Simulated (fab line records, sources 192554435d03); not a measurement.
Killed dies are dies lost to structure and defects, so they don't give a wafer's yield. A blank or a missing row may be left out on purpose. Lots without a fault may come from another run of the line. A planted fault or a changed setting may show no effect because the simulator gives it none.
fab line records | flow n5_finfet
record lots=11 wafers=32 last_day=18
route steps=1938 shown BEOL_M5@1160 PAD_METAL@1896 PASSIVATION@1911
lots that met no fault: from a run of the same line without faults
start_h: hours from the record's first day to the start of the lot's first wafer shown | wait_h: hours since the lot's step before | " the same as in the row above | L1.1+2: a row that stands for several wafers | - no value, or no start given | * or withheld: withheld | < > ~ a bound
route shown NAME@n: a module of which the file shows steps, and the number in the route of the first | usual: mean/standard deviation of fault-free wafers | same: alike in all rows | chamber/n: place in a boat | sites: the reading at each site | _std_site: their standard deviation | _edge_site: outer sites' mean less inner sites' | radius_mm: how far each site lies from the wafer's centre | mask NAME#n: copy n | behind: the tool/chamber that last shaped the wafer | hold: why the lot was held/for how many hours/how that ended | device: the transistor (n, p or np) that didn't switch | end of line: the same wafers' tests at the end of the route | a step without rows: its recipe alone | killed: dies lost to structure and defects at the first sort, not the wafer's yield | map: a wafer's dies, x killed, . not, _ none there
set.NAME: the setting as run; set.NAME@STEP: as run at that earlier step | model.NAME: the simulator's own value behind a step, which no gauge read
steps of the route over a sample of lots; a table a step, a row a wafer
services: from which hour (start_h, from the record's first day; less than 0 if before it) a tool's chamber was out of use, for how many hours, and why
## steps
# step N5_BEOL_M5_TRENCH_ETCH_37
# recipe chemistry=C4F6/O2 target_depth_a=716.52 target=SiCOH_lowk time_s=24.7 ion_energy_ev=250 pressure_mtorr=30 source_w=345 bias_w=185 Ar_flow_sccm=300 C4F6_flow_sccm=10 O2_flow_sccm=10
# usual O2_flow_sccm=9.998/0.028 drypump_motor_current_A=5.85/0.27 oes_o_777_au=0.76/0.09 oes_product_au=0.76/0.088 rf_vpp_V=665/9.3 showerhead_plenum_p_Torr=2.86/0.093 throttle_valve_pct=21.01/0.23
# same time_s=24.7
# columns lot.wafer tool chamber start_h wait_h O2_flow_sccm drypump_motor_current_A oes_o_777_au oes_product_au rf_hours_counter_h rf_vpp_V showerhead_plenum_p_Torr throttle_valve_pct
L379.1 rie_diel-01 1 215.55 - 10.026 6.27 0.74 0.72 192 662 2.95 21.46
L379.2 " 0 " " 10.054 5.66 0.84 0.88 55 655 2.88 20.59
L379.4 " 3 " " 9.965 5.54 0.69 0.70 - 662 2.83 20.76
L382.4 rie_diel-01 3 219.83 - 9.965 5.58 0.69 0.70 - 660 2.83 20.76
L382.5 " 0 " " 10.012 5.66 0.85 0.87 - 656 2.88 20.59
L382.6 " 1 " " 9.970 6.23 0.74 0.72 - 661 2.95 21.46
L383.3 rie_diel-06 1 241.99 - 10.017 5.74 0.74 0.68 233 644 2.92 21.12
L383.6 " 0 " " 9.966 5.85 0.88 0.85 - 663 2.79 20.80
L385.1 rie_diel-06 3 244.53 - 10.053 5.90 0.92 0.89 22 662 2.78 21.06
L385.2 " 0 " " 9.991 5.86 0.87 0.86 41 663 2.79 20.79
L385.4 " 1 " " 9.984 5.72 0.74 0.68 233 643 2.92 21.10
L384.2 rie_diel-02 3 244.59 - 10.030 5.81 0.69 0.69 250 681 2.92 21.24
L384.4 " 2 " " 10.010 5.47 0.67 0.71 209 667 2.96 21.27
L384.5 " 2 " " 9.994 5.45 0.67 0.71 - 666 2.96 21.28
L387.4 rie_diel-02 2 253.45 - 9.982 5.46 0.67 0.70 - 667 2.96 21.27
L387.5 " 1 " " 9.996 6.32 0.73 0.72 - 681 2.96 20.97
L387.6 " 0 " " 9.995 5.82 0.71 0.70 - 666 2.69 20.94
L388.2 rie_diel-06 1 259.98 - 10.063 5.72 0.73 0.68 238 644 2.91 21.11
L388.5 " 3 " " 10.045 5.88 0.91 0.89 - 662 2.78 21.08
L388.6 " 0 " " 10.053 5.83 0.87 0.85 - 662 2.79 20.81
L391.1 rie_diel-02 3 282.61 - 10.007 5.82 0.96 0.97 5 663 2.92 20.88
L391.2 " 2 " " 10.000 5.45 0.66 0.71 222 667 2.95 21.30
L391.4 " 0 " " 10.023 5.84 0.71 0.69 204 666 2.69 20.94
L394.2 rie_diel-06 3 290.91 - 9.940 5.88 0.89 0.87 35 659 2.78 21.10
L394.3 " 2 " " 9.995 5.98 0.72 0.71 201 649 2.82 20.94
L394.6 " 0 " " 9.993 5.87 0.85 0.84 - 661 2.78 20.80
L396.2 rie_diel-06 2 323.03 - 10.002 5.95 0.72 0.70 212 648 2.82 20.95
L396.3 " 0 " " 9.953 5.87 0.84 0.83 65 662 2.78 20.83
L396.4 " 3 " " 10.021 5.89 0.88 0.86 - 661 2.77 21.11
L399.1 rie_diel-02 1 331.13 - 9.978 6.34 0.71 0.70 208 680 2.95 20.99
L399.2 " 2 " " 10.005 5.45 0.65 0.68 235 668 2.95 21.31
L399.4 " 3 " " 9.989 5.80 0.93 0.92 17 664 2.91 20.89
# step N5_PASSIVATION_AL_DEP_21
# recipe material=Al target_thk_a=28000 temp_c=400 time_s=170 power_w=30000 chamber_pressure_pa=0.4 gas=Ar
# usual throttle_valve_pct=30.4/1.2
# same time_s=170
# columns lot.wafer tool chamber start_h wait_h throttle_valve_pct
L379.1 pvd_sputter-02 - 325.09 0.1 31.0
L379.2 " - " " 30.0
L379.4 " - " " 29.6
L382.4 pvd_sputter-02 - 330.74 0.1 29.5
L382.5 " - " " 31.0
L382.6 " - " " 30.1
L385.1 pvd_sputter-01 - 350.05 0.1 30.8
L385.2 " - " " 31.2
L385.4 " - " " 32.2
L384.2 pvd_sputter-01 - 357.40 0.1 30.7
L384.4 " - " " 30.6
L384.5 " - " " 32.2
L387.4 pvd_sputter-03 - 357.83 0.1 29.8
L387.5 " - " " 30.8
L387.6 " - " " 30.7
L383.3 pvd_sputter-03 - 369.88 0.1 28.0
L383.6 " - " " 31.2
L388.2 pvd_sputter-03 - 370.22 0.1 27.7
L388.5 " - " " 28.0
L388.6 " - " " 30.1
L394.2 pvd_sputter-03 - 385.33 0.1 30.1
L394.3 " - " " 31.1
L394.6 " - " " 27.8
L391.1 pvd_sputter-01 - 386.27 0.1 30.6
L391.2 " - " " 32.0
L391.4 " - " " 31.2
L396.2 pvd_sputter-01 - 423.59 0.1 30.6
L396.3 " - " " 31.9
L396.4 " - " " 30.8
L399.1 pvd_sputter-03 - 436.32 0.1 30.1
L399.2 " - " " 30.7
L399.4 " - " " 31.0
# step N5_PASSIVATION_STRIP_34
# recipe chemistry=O2 power_w=600 temp_c=60 pressure_mtorr=30 rf_frequency_hz=6e+07 bias_power_w=0 overash_fraction=2 o2_flow_sccm=225
# usual drypump_motor_current_A=5.7/0.37 oes_product_au=0.81/0.08 rf_vpp_V=3.6/1.5 showerhead_plenum_p_Torr=2.08/0.093 temp_c=60.03/0.12 throttle_valve_pct=16.73/0.19
# columns lot.wafer tool chamber start_h wait_h drypump_motor_current_A oes_product_au rf_hours_counter_h rf_vpp_V showerhead_plenum_p_Torr temp_c throttle_valve_pct
L379.1 rie_diel-03 0 326.38 0.1 5.7 0.71 218 4.6 1.90 59.99 16.92
L379.2 " 2 " " 5.6 0.68 227 1.6 2.08 59.95 16.80
L379.4 " 1 " " 5.8 0.88 45 1.7 2.13 60.05 16.39
L382.4 rie_diel-05 0 331.95 0.1 5.4 0.90 28 3.4 2.07 60.00 16.67
L382.5 " 3 " " 4.9 0.83 - 3.4 2.20 60.28 16.66
L382.6 " 2 " " 5.8 0.71 - 3.2 1.90 59.91 16.98
L385.1 rie_diel-03 0 351.37 0.1 5.7 0.70 227 6.1 1.89 60.08 16.96
L385.2 " 1 " " 5.8 0.86 54 2.8 2.13 59.89 16.42
L385.4 " 3 " " 5.5 0.88 44 2.6 2.15 60.16 16.57
L384.2 rie_diel-04 0 358.63 0.1 6.2 0.81 95 1.9 2.19 60.14 16.89
L384.4 " 3 " " 6.5 0.92 33 7.3 2.05 60.04 16.76
L384.5 " 2 " " 5.9 0.79 - 5.0 2.02 60.24 16.71
L387.4 rie_diel-05 2 359.31 0.2 5.9 0.69 220 4.0 1.89 60.05 17.07
L387.5 " 1 " " 5.5 0.79 - 3.1 2.13 60.28 17.02
L387.6 " 0 " " 5.5 0.89 - 3.7 2.07 60.12 16.64
L383.3 rie_diel-04 2 371.20 0.1 6.0 0.79 112 3.9 2.01 59.89 16.76
L383.6 " 2 " " 6.0 0.77 - 6.6 2.01 59.87 16.73
L388.2 rie_diel-04 0 371.41 0.1 6.1 0.80 100 2.5 2.19 59.88 16.90
L388.5 " 0 " " 6.1 0.81 - 2.2 2.19 59.87 16.93
L388.6 " 3 " " 6.4 0.89 - 1.8 2.05 59.98 16.80
L394.2 rie_diel-03 1 386.62 0.1 5.8 0.83 67 5.0 2.13 59.71 16.39
L394.3 " 3 " " 5.5 0.85 57 3.5 2.15 60.13 16.62
L394.6 " 0 " " 5.7 0.67 - 3.5 1.89 59.99 16.97
L391.1 rie_diel-03 3 387.55 0.1 5.5 0.80 58 5.1 2.15 60.26 16.58
L391.2 " 2 " " 5.6 0.68 247 6.8 2.08 59.98 16.86
L391.4 " 1 " " 5.7 0.84 67 3.8 2.13 60.14 16.48
L396.2 rie_diel-03 3 424.76 0.1 5.5 0.82 73 3.4 2.14 59.95 16.64
L396.3 " 2 " " 5.6 0.95 5 4.0 2.07 60.03 16.44
L396.4 " 2 " " 5.6 0.94 - 4.7 2.07 60.02 16.36
L399.1 rie_diel-03 0 437.99 0.2 5.7 0.97 3 4.4 2.23 59.91 16.51
L399.2 " 3 " " 5.5 0.80 78 3.4 2.14 60.31 16.64
L399.4 " 2 " " 5.6 0.92 10 3.7 2.07 60.21 16.42
# step N5_PASSIVATION_OVL_MEAS_66
# recipe points_per_wafer=44
# usual PASS_OPEN_OVL=-1/5.6
# columns lot.wafer tool chamber start_h wait_h PASS_OPEN_OVL[nm]
L379.1 overlay-01 0 327.66 0.0 -1
L379.2 " 0 " " -2
L379.4 " 0 " " 3
L382.4 overlay-02 0 333.02 0.0 -3
L382.5 " 0 " " 1
L382.6 " 0 " " -1
L385.1 overlay-02 0 352.44 0.0 3
L385.2 " 0 " " 4
L385.4 " 0 " " 15
L384.2 overlay-02 0 359.94 0.0 4
L384.4 " 0 " " -1
L384.5 " 0 " " 0
L387.4 overlay-02 0 360.60 0.0 8
L387.5 " 0 " " -6
L387.6 " 0 " " -4
L383.3 overlay-02 0 372.38 0.0 -1
L383.6 " 0 " " -7
L388.2 overlay-01 0 372.49 0.0 -9
L388.5 " 0 " " 1
L388.6 " 0 " " -4
L394.2 overlay-02 0 387.94 0.0 -8
L394.3 " 0 " " 0
L394.6 " 0 " " -3
L391.1 overlay-02 0 388.86 0.0 11
L391.2 " 0 " " -5
L391.4 " 0 " " 6
L396.2 overlay-02 0 425.83 0.0 -5
L396.3 " 0 " " -7
L396.4 " 0 " " -6
L399.1 overlay-01 0 439.20 0.0 5
L399.2 " 0 " " 0
L399.4 " 0 " " 4
# step N5_PASSIVATION_PROBE_49
# usual defect_limited_yield=91.0/1.4 killed_at_M0_to_M3=36/10 killed_at_M4_up=15/5 killed_at_contacts=12/6.1 killed_at_front_end=40/13 killed_at_other=3.8/2.9 killed_dies=106/16 killed_on_rim=14/4.1 killed_open=68/12 killed_short=35/8.2 sort_bin_5_function=5.2/0.9 sort_bin_6_memory=3.4/0.71 sort_bin_8_speed=0.0/0.46 sort_n_pass=1073/17 sort_yield_pct=91.0/1.5
# same gross_dies=1180 killed_at_back_side=0 sort_bin_4_leakage[%]=0
# columns lot.wafer tool chamber start_h wait_h defect_limited_yield[%] killed_at_M0_to_M3 killed_at_M4_up killed_at_contacts killed_at_front_end killed_at_other killed_dies killed_on_rim killed_open killed_short sort_bin_5_function[%] sort_bin_6_memory[%] sort_bin_8_speed[%] sort_n_pass sort_yield_pct[%]
L379.1 prober-02 - 330.79 0.0 91.4 32 12 4 44 9 101 21 59 37 4.8 3.3 0 1079 91.4
L379.2 prober-02 - 330.84 0.1 93.6 39 10 3 20 4 76 8 50 23 3.6 2.6 0 1104 93.6
L379.4 prober-02 - 330.94 0.2 90.3 46 7 4 47 10 114 13 69 44 5.4 3.7 0 1066 90.3
L382.4 prober-02 - 336.46 0.2 90.5 40 9 18 41 4 112 15 68 43 5.2 4.0 0.1 1067 90.4
L382.5 prober-02 - 336.51 0.2 91.0 40 19 18 22 7 106 15 69 36 5.7 3.2 0 1074 91.0
L382.6 prober-02 - 336.56 0.3 90.4 38 14 18 36 7 113 19 73 37 5.6 3.7 0 1067 90.4
L385.1 prober-01 - 355.54 0.0 92.2 27 8 19 37 1 92 10 58 32 4.6 3.0 0 1088 92.2
L385.2 prober-01 - 355.59 0.1 91.7 23 16 15 44 0 98 14 69 26 4.4 3.6 0 1082 91.7
L385.4 prober-01 - 355.69 0.2 89.7 42 13 22 44 0 121 17 81 35 6.1 3.8 0 1059 89.7
L384.2 prober-02 - 363.11 0.1 92.3 29 21 13 25 3 91 14 68 21 4.2 3.2 0 1089 92.3
L384.4 prober-02 - 363.21 0.2 89.9 35 25 12 44 3 119 13 76 41 5.8 3.7 0 1061 89.9
L384.5 prober-02 - 363.26 0.2 90.5 34 27 16 33 2 112 19 80 32 5.6 3.7 0 1068 90.5
L387.4 prober-02 - 364.57 0.2 93.1 34 7 14 25 1 81 14 53 27 4.7 1.9 0 1099 93.1
L387.5 prober-02 - 364.62 0.2 92.3 30 22 13 22 4 91 13 62 27 4.7 2.7 0 1089 92.3
L387.6 prober-02 - 364.67 0.3 90.9 44 15 18 28 2 107 19 69 38 4.7 3.7 0 1073 90.9
L383.3 prober-01 - 375.78 0.3 90.3 51 21 10 23 9 114 14 80 32 5.7 3.6 5.5 1001 84.8
L383.6 prober-01 - 375.93 0.5 88.3 49 25 3 58 3 138 16 76 55 6.7 4.7 0 1042 88.3
L388.2 prober-02 - 376.82 0.1 93.7 30 6 12 24 2 74 9 49 23 4.2 1.9 0 1106 93.7
L388.5 prober-02 - 376.97 0.2 90.1 40 22 18 35 2 117 14 68 46 5.5 3.9 0 1063 90.1
L388.6 prober-02 - 377.02 0.3 91.3 53 14 4 32 0 103 12 62 38 5.5 2.6 0 1077 91.3
L394.2 prober-01 - 391.52 0.1 91.9 34 13 9 35 5 96 11 57 35 4.7 2.8 0 1084 91.9
L394.3 prober-01 - 391.57 0.1 92.3 46 17 9 16 3 91 12 66 25 4.9 2.5 0 1089 92.3
L394.6 prober-01 - 391.72 0.3 82.5 35 129 6 34 3 207 33 65 30 11.4 4.1 0 973 82.5
L391.1 prober-01 - 392.30 0.0 88.1 57 10 10 58 6 141 19 96 43 6.6 4.8 0 1039 88.1
L391.2 prober-01 - 392.35 0.1 90.8 40 14 7 43 4 108 16 74 28 5.9 2.4 0 1072 90.8
L391.4 prober-01 - 392.45 0.2 90.9 41 16 10 31 9 107 12 73 31 5.5 3.2 0 1073 90.9
L396.2 prober-02 - 429.02 0.1 88.8 44 10 12 64 2 132 19 81 43 6.0 4.3 0 1048 88.8
L396.3 prober-02 - 429.07 0.1 82.7 34 119 4 44 3 204 28 58 42 11.7 4.0 0 976 82.7
L396.4 prober-02 - 429.12 0.2 90.3 33 15 18 36 13 115 15 79 32 5.5 3.6 0 1065 90.3
L399.1 prober-01 - 442.42 0.0 91.7 16 21 30 29 2 98 10 74 20 4.8 3.2 0 1082 91.7
L399.2 prober-01 - 442.47 0.1 93.9 21 14 10 25 2 72 12 44 27 3.5 2.5 0 1108 93.9
L399.4 prober-01 - 442.57 0.2 91.2 36 12 14 41 1 104 9 63 38 5.4 3.1 0 1076 91.2
# killed by level:class
L379.1 STI_FIN_REVEAL:geometric_particle:open=10 STARTING-WAFER:geometric_particle:open=8 BEOL_M3:geometric_particle:open=7 BEOL_M0_SAQP:geometric_particle:open=6 BEOL_M0_SAQP:geometric_particle:short=5 BEOL_M5:geometric_particle:open=5 HKMG_FIN:area_etch=5 STI_FIN_REVEAL:geometric_particle:short=4
L379.2 BEOL_M1:geometric_particle:open=14 BEOL_M0_SAQP:geometric_particle:open=7 BEOL_M0_SAQP:geometric_particle:short=7 STI_FIN_REVEAL:geometric_particle:open=5 BEOL_M2:geometric_particle:open=4 DUMMY_GATE:geometric_particle:open=3 MOL_CONTACT_COAG:geometric_particle:open=3 BEOL_M5:geometric_particle:open=3
L379.4 FIN_SAQP:geometric_particle:short=15 BEOL_M0_SAQP:geometric_particle:open=14 BEOL_M0_SAQP:geometric_particle:short=10 STI_FIN_REVEAL:geometric_particle:open=9 BEOL_M1:geometric_particle:open=9 BEOL_M2:geometric_particle:open=8 FIN_SAQP:geometric_particle:open=6 DUMMY_GATE:geometric_particle:open=3
L382.4 MOL_CONTACT_COAG:geometric_particle:open=13 BEOL_M2:geometric_particle:open=11 FIN_SAQP:geometric_particle:open=9 BEOL_M0_SAQP:geometric_particle:open=8 BEOL_M3:geometric_particle:open=7 STI_FIN_REVEAL:geometric_particle:open=5 MOL_CONTACT_COAG:geometric_particle:short=5 BEOL_M0_SAQP:geometric_particle:short=5
L382.5 MOL_CONTACT_COAG:geometric_particle:open=16 BEOL_M4:geometric_particle:open=11 BEOL_M0_SAQP:geometric_particle:short=11 BEOL_M1:geometric_particle:open=11 BEOL_M0_SAQP:geometric_particle:open=6 FIN_SAQP:geometric_particle:short=5 BEOL_M2:geometric_particle:open=5 BEOL_M2:geometric_particle:short=4
L382.6 MOL_CONTACT_COAG:geometric_particle:open=14 FIN_SAQP:geometric_particle:short=10 BEOL_M0_SAQP:geometric_particle:open=10 FIN_SAQP:geometric_particle:open=9 BEOL_M3:geometric_particle:open=9 BEOL_M2:geometric_particle:open=7 ILD0:geometric_particle:open=5 BEOL_M2:geometric_particle:short=4
L385.1 MOL_CONTACT_COAG:geometric_particle:open=14 BEOL_M1:geometric_particle:open=7 BEOL_M2:geometric_particle:open=7 FIN_SAQP:geometric_particle:open=5 ILD0:geometric_particle:short=5 STI_FIN_REVEAL:geometric_particle:open=5 DUMMY_GATE:geometric_particle:open=5 MOL_CONTACT_COAG:geometric_particle:short=5
L385.2 FIN_SAQP:geometric_particle:short=11 MOL_CONTACT_COAG:geometric_particle:open=11 STI_FIN_REVEAL:geometric_particle:open=9 BEOL_M1:geometric_particle:open=7 BEOL_M0_SAQP:geometric_particle:open=5 BEOL_M2:geometric_particle:open=5 DUMMY_GATE:geometric_particle:open=4 MOL_CONTACT_COAG:geometric_particle:short=4
L385.4 MOL_CONTACT_COAG:geometric_particle:open=16 STI_FIN_REVEAL:geometric_particle:open=11 BEOL_M0_SAQP:geometric_particle:short=10 BEOL_M2:geometric_particle:open=10 FIN_SAQP:geometric_particle:open=8 BEOL_M1:geometric_particle:open=8 MOL_CONTACT_COAG:geometric_particle:short=6 FIN_SAQP:geometric_particle:short=5
L384.2 MOL_CONTACT_COAG:geometric_particle:open=11 BEOL_M4:geometric_particle:open=11 BEOL_M3:geometric_particle:open=8 BEOL_M2:geometric_particle:open=6 BEOL_M5:geometric_particle:open=5 FIN_SAQP:geometric_particle:open=4 STI_FIN_REVEAL:geometric_particle:open=4 GATE_CUT:geometric_particle:short=4
L384.4 BEOL_M4:geometric_particle:open=15 STI_FIN_REVEAL:geometric_particle:open=12 BEOL_M0_SAQP:geometric_particle:short=12 MOL_CONTACT_COAG:geometric_particle:open=10 BEOL_M0_SAQP:geometric_particle:open=8 FIN_SAQP:geometric_particle:short=6 BEOL_M3:geometric_particle:open=5 FIN_SAQP:geometric_particle:open=4
L384.5 MOL_CONTACT_COAG:geometric_particle:open=15 BEOL_M1:geometric_particle:open=9 BEOL_M4:geometric_particle:open=9 BEOL_M3:geometric_particle:open=7 FIN_SAQP:geometric_particle:short=6 FIN_SAQP:geometric_particle:open=6 GATE_CUT:geometric_particle:short=6 BEOL_M0_SAQP:geometric_particle:open=6
L387.4 MOL_CONTACT_COAG:geometric_particle:open=10 BEOL_M2:geometric_particle:open=9 BEOL_M0_SAQP:geometric_particle:open=7 FIN_SAQP:geometric_particle:short=6 BEOL_M0_SAQP:geometric_particle:short=6 BEOL_M1:geometric_particle:open=5 FIN_SAQP:geometric_particle:open=4 MOL_CONTACT_COAG:geometric_particle:short=4
L387.5 MOL_CONTACT_COAG:geometric_particle:open=9 STI_FIN_REVEAL:geometric_particle:open=7 BEOL_M0_SAQP:geometric_particle:short=7 BEOL_M1:geometric_particle:open=7 BEOL_M4:geometric_particle:open=7 BEOL_M0_SAQP:geometric_particle:open=5 BEOL_M2:geometric_particle:open=5 MOL_CONTACT_COAG:geometric_particle:short=4
L387.6 MOL_CONTACT_COAG:geometric_particle:open=15 BEOL_M1:geometric_particle:open=9 BEOL_M2:geometric_particle:open=9 BEOL_M4:geometric_particle:open=9 STI_FIN_REVEAL:geometric_particle:open=8 FIN_SAQP:geometric_particle:short=7 BEOL_M3:geometric_particle:short=6 BEOL_M0_SAQP:geometric_particle:open=5
L383.3 BEOL_M2:geometric_particle:open=13 BEOL_M1:geometric_particle:open=11 MOL_CONTACT_COAG:geometric_particle:open=10 BEOL_M0_SAQP:geometric_particle:open=8 BEOL_M4:geometric_particle:open=8 FIN_SAQP:geometric_particle:open=6 STI_FIN_REVEAL:geometric_particle:open=6 BEOL_M0_SAQP:geometric_particle:short=6
L383.6 BEOL_M0_SAQP:geometric_particle:short=16 STI_FIN_REVEAL:geometric_particle:open=13 FIN_SAQP:geometric_particle:open=10 FIN_SAQP:geometric_particle:short=10 BEOL_M1:geometric_particle:open=9 BEOL_M4:geometric_particle:open=7 BEOL_M2:geometric_particle:open=6 STARTING-WAFER:geometric_particle:open=6
L388.2 BEOL_M0_SAQP:geometric_particle:open=13 MOL_CONTACT_COAG:geometric_particle:open=11 BEOL_M0_SAQP:geometric_particle:short=8 DUMMY_GATE:geometric_particle:open=5 GATE_CUT:geometric_particle:short=4 BEOL_M4:geometric_particle:open=4 STI_FIN_REVEAL:geometric_particle:open=3 BEOL_M3:geometric_particle:open=3
L388.5 BEOL_M0_SAQP:geometric_particle:open=14 MOL_CONTACT_COAG:geometric_particle:open=13 BEOL_M0_SAQP:geometric_particle:short=12 BEOL_M5:geometric_particle:open=10 GATE_CUT:geometric_particle:short=8 BEOL_M3:geometric_particle:open=7 BEOL_M5:geometric_particle:short=6 FIN_SAQP:geometric_particle:short=5
L388.6 BEOL_M0_SAQP:geometric_particle:short=15 BEOL_M3:geometric_particle:open=15 BEOL_M0_SAQP:geometric_particle:open=12 GATE_CUT:geometric_particle:short=9 STI_FIN_REVEAL:geometric_particle:open=6 FIN_SAQP:geometric_particle:open=4 BEOL_M2:geometric_particle:open=4 GATE_CUT:geometric_particle:open=3
L394.2 FIN_SAQP:geometric_particle:open=10 BEOL_M0_SAQP:geometric_particle:short=10 FIN_SAQP:geometric_particle:short=9 MOL_CONTACT_COAG:geometric_particle:open=8 BEOL_M0_SAQP:geometric_particle:open=7 BEOL_M3:geometric_particle:open=7 BEOL_M1:geometric_particle:short=4 BEOL_M2:geometric_particle:open=4
L394.3 BEOL_M3:geometric_particle:open=16 BEOL_M0_SAQP:geometric_particle:open=10 BEOL_M2:geometric_particle:open=8 MOL_CONTACT_COAG:geometric_particle:open=7 BEOL_M0_SAQP:geometric_particle:short=7 FIN_SAQP:geometric_particle:short=5 BEOL_M4:geometric_particle:open=5 FIN_CUT:geometric_particle:open=3
L394.6 BEOL_M5:unspecified=108 FIN_SAQP:geometric_particle:short=13 FIN_SAQP:geometric_particle:open=8 BEOL_M0_SAQP:geometric_particle:open=7 BEOL_M0_SAQP:geometric_particle:short=7 BEOL_M3:geometric_particle:open=7 BEOL_M4:geometric_particle:open=7 STI_FIN_REVEAL:geometric_particle:open=5
L391.1 BEOL_M2:geometric_particle:open=21 STI_FIN_REVEAL:geometric_particle:open=15 FIN_SAQP:geometric_particle:open=11 FIN_SAQP:geometric_particle:short=10 BEOL_M0_SAQP:geometric_particle:open=9 BEOL_M1:geometric_particle:open=9 MOL_CONTACT_COAG:geometric_particle:open=8 GATE_CUT:geometric_particle:short=7
L391.2 BEOL_M2:geometric_particle:open=18 STI_FIN_REVEAL:geometric_particle:open=9 BEOL_M0_SAQP:geometric_particle:open=9 MOL_CONTACT_COAG:geometric_particle:open=7 BEOL_M4:geometric_particle:open=7 GATE_CUT:geometric_particle:short=6 STI_FIN_REVEAL:geometric_particle:short=5 DUMMY_GATE:geometric_particle:open=5
L391.4 MOL_CONTACT_COAG:geometric_particle:open=10 STI_FIN_REVEAL:geometric_particle:open=9 BEOL_M4:geometric_particle:open=9 BEOL_M0_SAQP:geometric_particle:short=8 BEOL_M1:geometric_particle:open=8 BEOL_M3:geometric_particle:open=8 BEOL_M0_SAQP:geometric_particle:open=7 BEOL_M2:geometric_particle:open=6
L396.2 STI_FIN_REVEAL:geometric_particle:open=23 BEOL_M0_SAQP:geometric_particle:short=12 BEOL_M2:geometric_particle:open=10 BEOL_M0_SAQP:geometric_particle:open=9 MOL_CONTACT_COAG:geometric_particle:short=7 FIN_SAQP:geometric_particle:open=6 HKMG_FIN:area_etch=6 FIN_SAQP:geometric_particle:short=5
L396.3 BEOL_M5:unspecified=101 STI_FIN_REVEAL:geometric_particle:open=16 BEOL_M0_SAQP:geometric_particle:short=13 FIN_SAQP:geometric_particle:short=12 BEOL_M0_SAQP:geometric_particle:open=8 FIN_SAQP:geometric_particle:open=6 MOL_CONTACT_COAG:geometric_particle:open=4 BEOL_M2:geometric_particle:open=4
L396.4 STI_FIN_REVEAL:geometric_particle:open=14 BEOL_M2:geometric_particle:open=14 MOL_CONTACT_COAG:geometric_particle:open=12 BEOL_M4:geometric_particle:open=11 BEOL_M0_SAQP:geometric_particle:open=7 GATE_CUT:geometric_particle:short=7 MOL_CONTACT_COAG:geometric_particle:short=6 BEOL_M0_SAQP:geometric_particle:short=5
L399.1 MOL_CONTACT_COAG:geometric_particle:open=27 BEOL_M4:geometric_particle:open=9 FIN_SAQP:geometric_particle:open=7 STI_FIN_REVEAL:geometric_particle:open=6 BEOL_M4:geometric_particle:short=5 DUMMY_GATE:geometric_particle:open=3 MOL_CONTACT_COAG:geometric_particle:short=3 BEOL_M0:geometric_particle:open=3
L399.2 BEOL_M3:geometric_particle:open=12 MOL_CONTACT_COAG:geometric_particle:open=7 FIN_SAQP:geometric_particle:open=6 STARTING-WAFER:geometric_particle:short=6 BEOL_M4:geometric_particle:open=5 STI_FIN_REVEAL:geometric_particle:open=4 BEOL_M3:geometric_particle:short=4 MOL_CONTACT_COAG:geometric_particle:short=3
L399.4 BEOL_M0_SAQP:geometric_particle:open=12 BEOL_M0_SAQP:geometric_particle:short=10 FIN_SAQP:geometric_particle:short=8 FIN_SAQP:geometric_particle:open=8 MOL_CONTACT_COAG:geometric_particle:open=8 BEOL_M3:geometric_particle:open=7 STI_FIN_REVEAL:geometric_particle:open=6 BEOL_M4:geometric_particle:open=6
## services
# columns tool chamber start_h hours kind
rie_diel-01 2 193.75 29.0 repair
rie_diel-03 3 201.91 - clean
rie_diel-03 3 201.91 - consumable_replace:focus_ring
rie_diel-03 3 201.91 19.4 scheduled_down
rie_diel-03 3 201.91 19.4 vent_cycle
rie_diel-06 - 256.20 0.5 repair
rie_diel-02 2 274.36 2.9 repair
rie_diel-05 0 275.61 2.2 repair
rie_diel-01 1 284.52 11.2 repair
rie_diel-03 1 288.45 4.6 repair
rie_diel-04 3 291.79 3.6 repair
rie_diel-06 1 295.03 8.2 repair
pvd_sputter-03 - 308.35 10.1 repair
pvd_sputter-02 - 340.03 24.0 repair
rie_diel-05 - 363.83 2.8 pm
rie_diel-03 2 368.27 3.8 repair
rie_diel-05 2 368.47 3.1 repair
rie_diel-04 1 370.42 22.5 repair
rie_diel-03 2 393.94 - clean
rie_diel-03 2 393.94 - consumable_replace:focus_ring
rie_diel-05 1 406.84 10.0 repair
rie_diel-05 3 407.26 5.7 repair
rie_diel-02 1 412.13 6.4 repair
rie_diel-01 - 413.97 1.2 repair
## key
first_sign step=N5_PASSIVATION_PROBE_49 reading=killed_at_M4_up direction=up sigmas=22 usual=15 struck=124
effect step=N5_PASSIVATION_PROBE_49 reading=defect_limited_yield direction=down sigmas=6.1 usual=91.0 struck=82.6
more_kills_born_at N5_BEOL_M5_TRENCH_ETCH_37@rie_diel-06=209
met_at N5_BEOL_M5_TRENCH_ETCH_37
struck_lots L394,L396
struck_wafers L394.6,L396.3
not_acting_at N5_PASSIVATION_AL_DEP_21,N5_PASSIVATION_STRIP_34,N5_PASSIVATION_OVL_MEAS_66
onset_between 259.98 290.91
fault kind=chamber_particle_source tool=rie_diel-06 chamber=0 onset_h=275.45 steps=N5_BEOL_M5_TRENCH_ETCH_37 rate_per_visit_cm2=0.64957 end_h=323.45
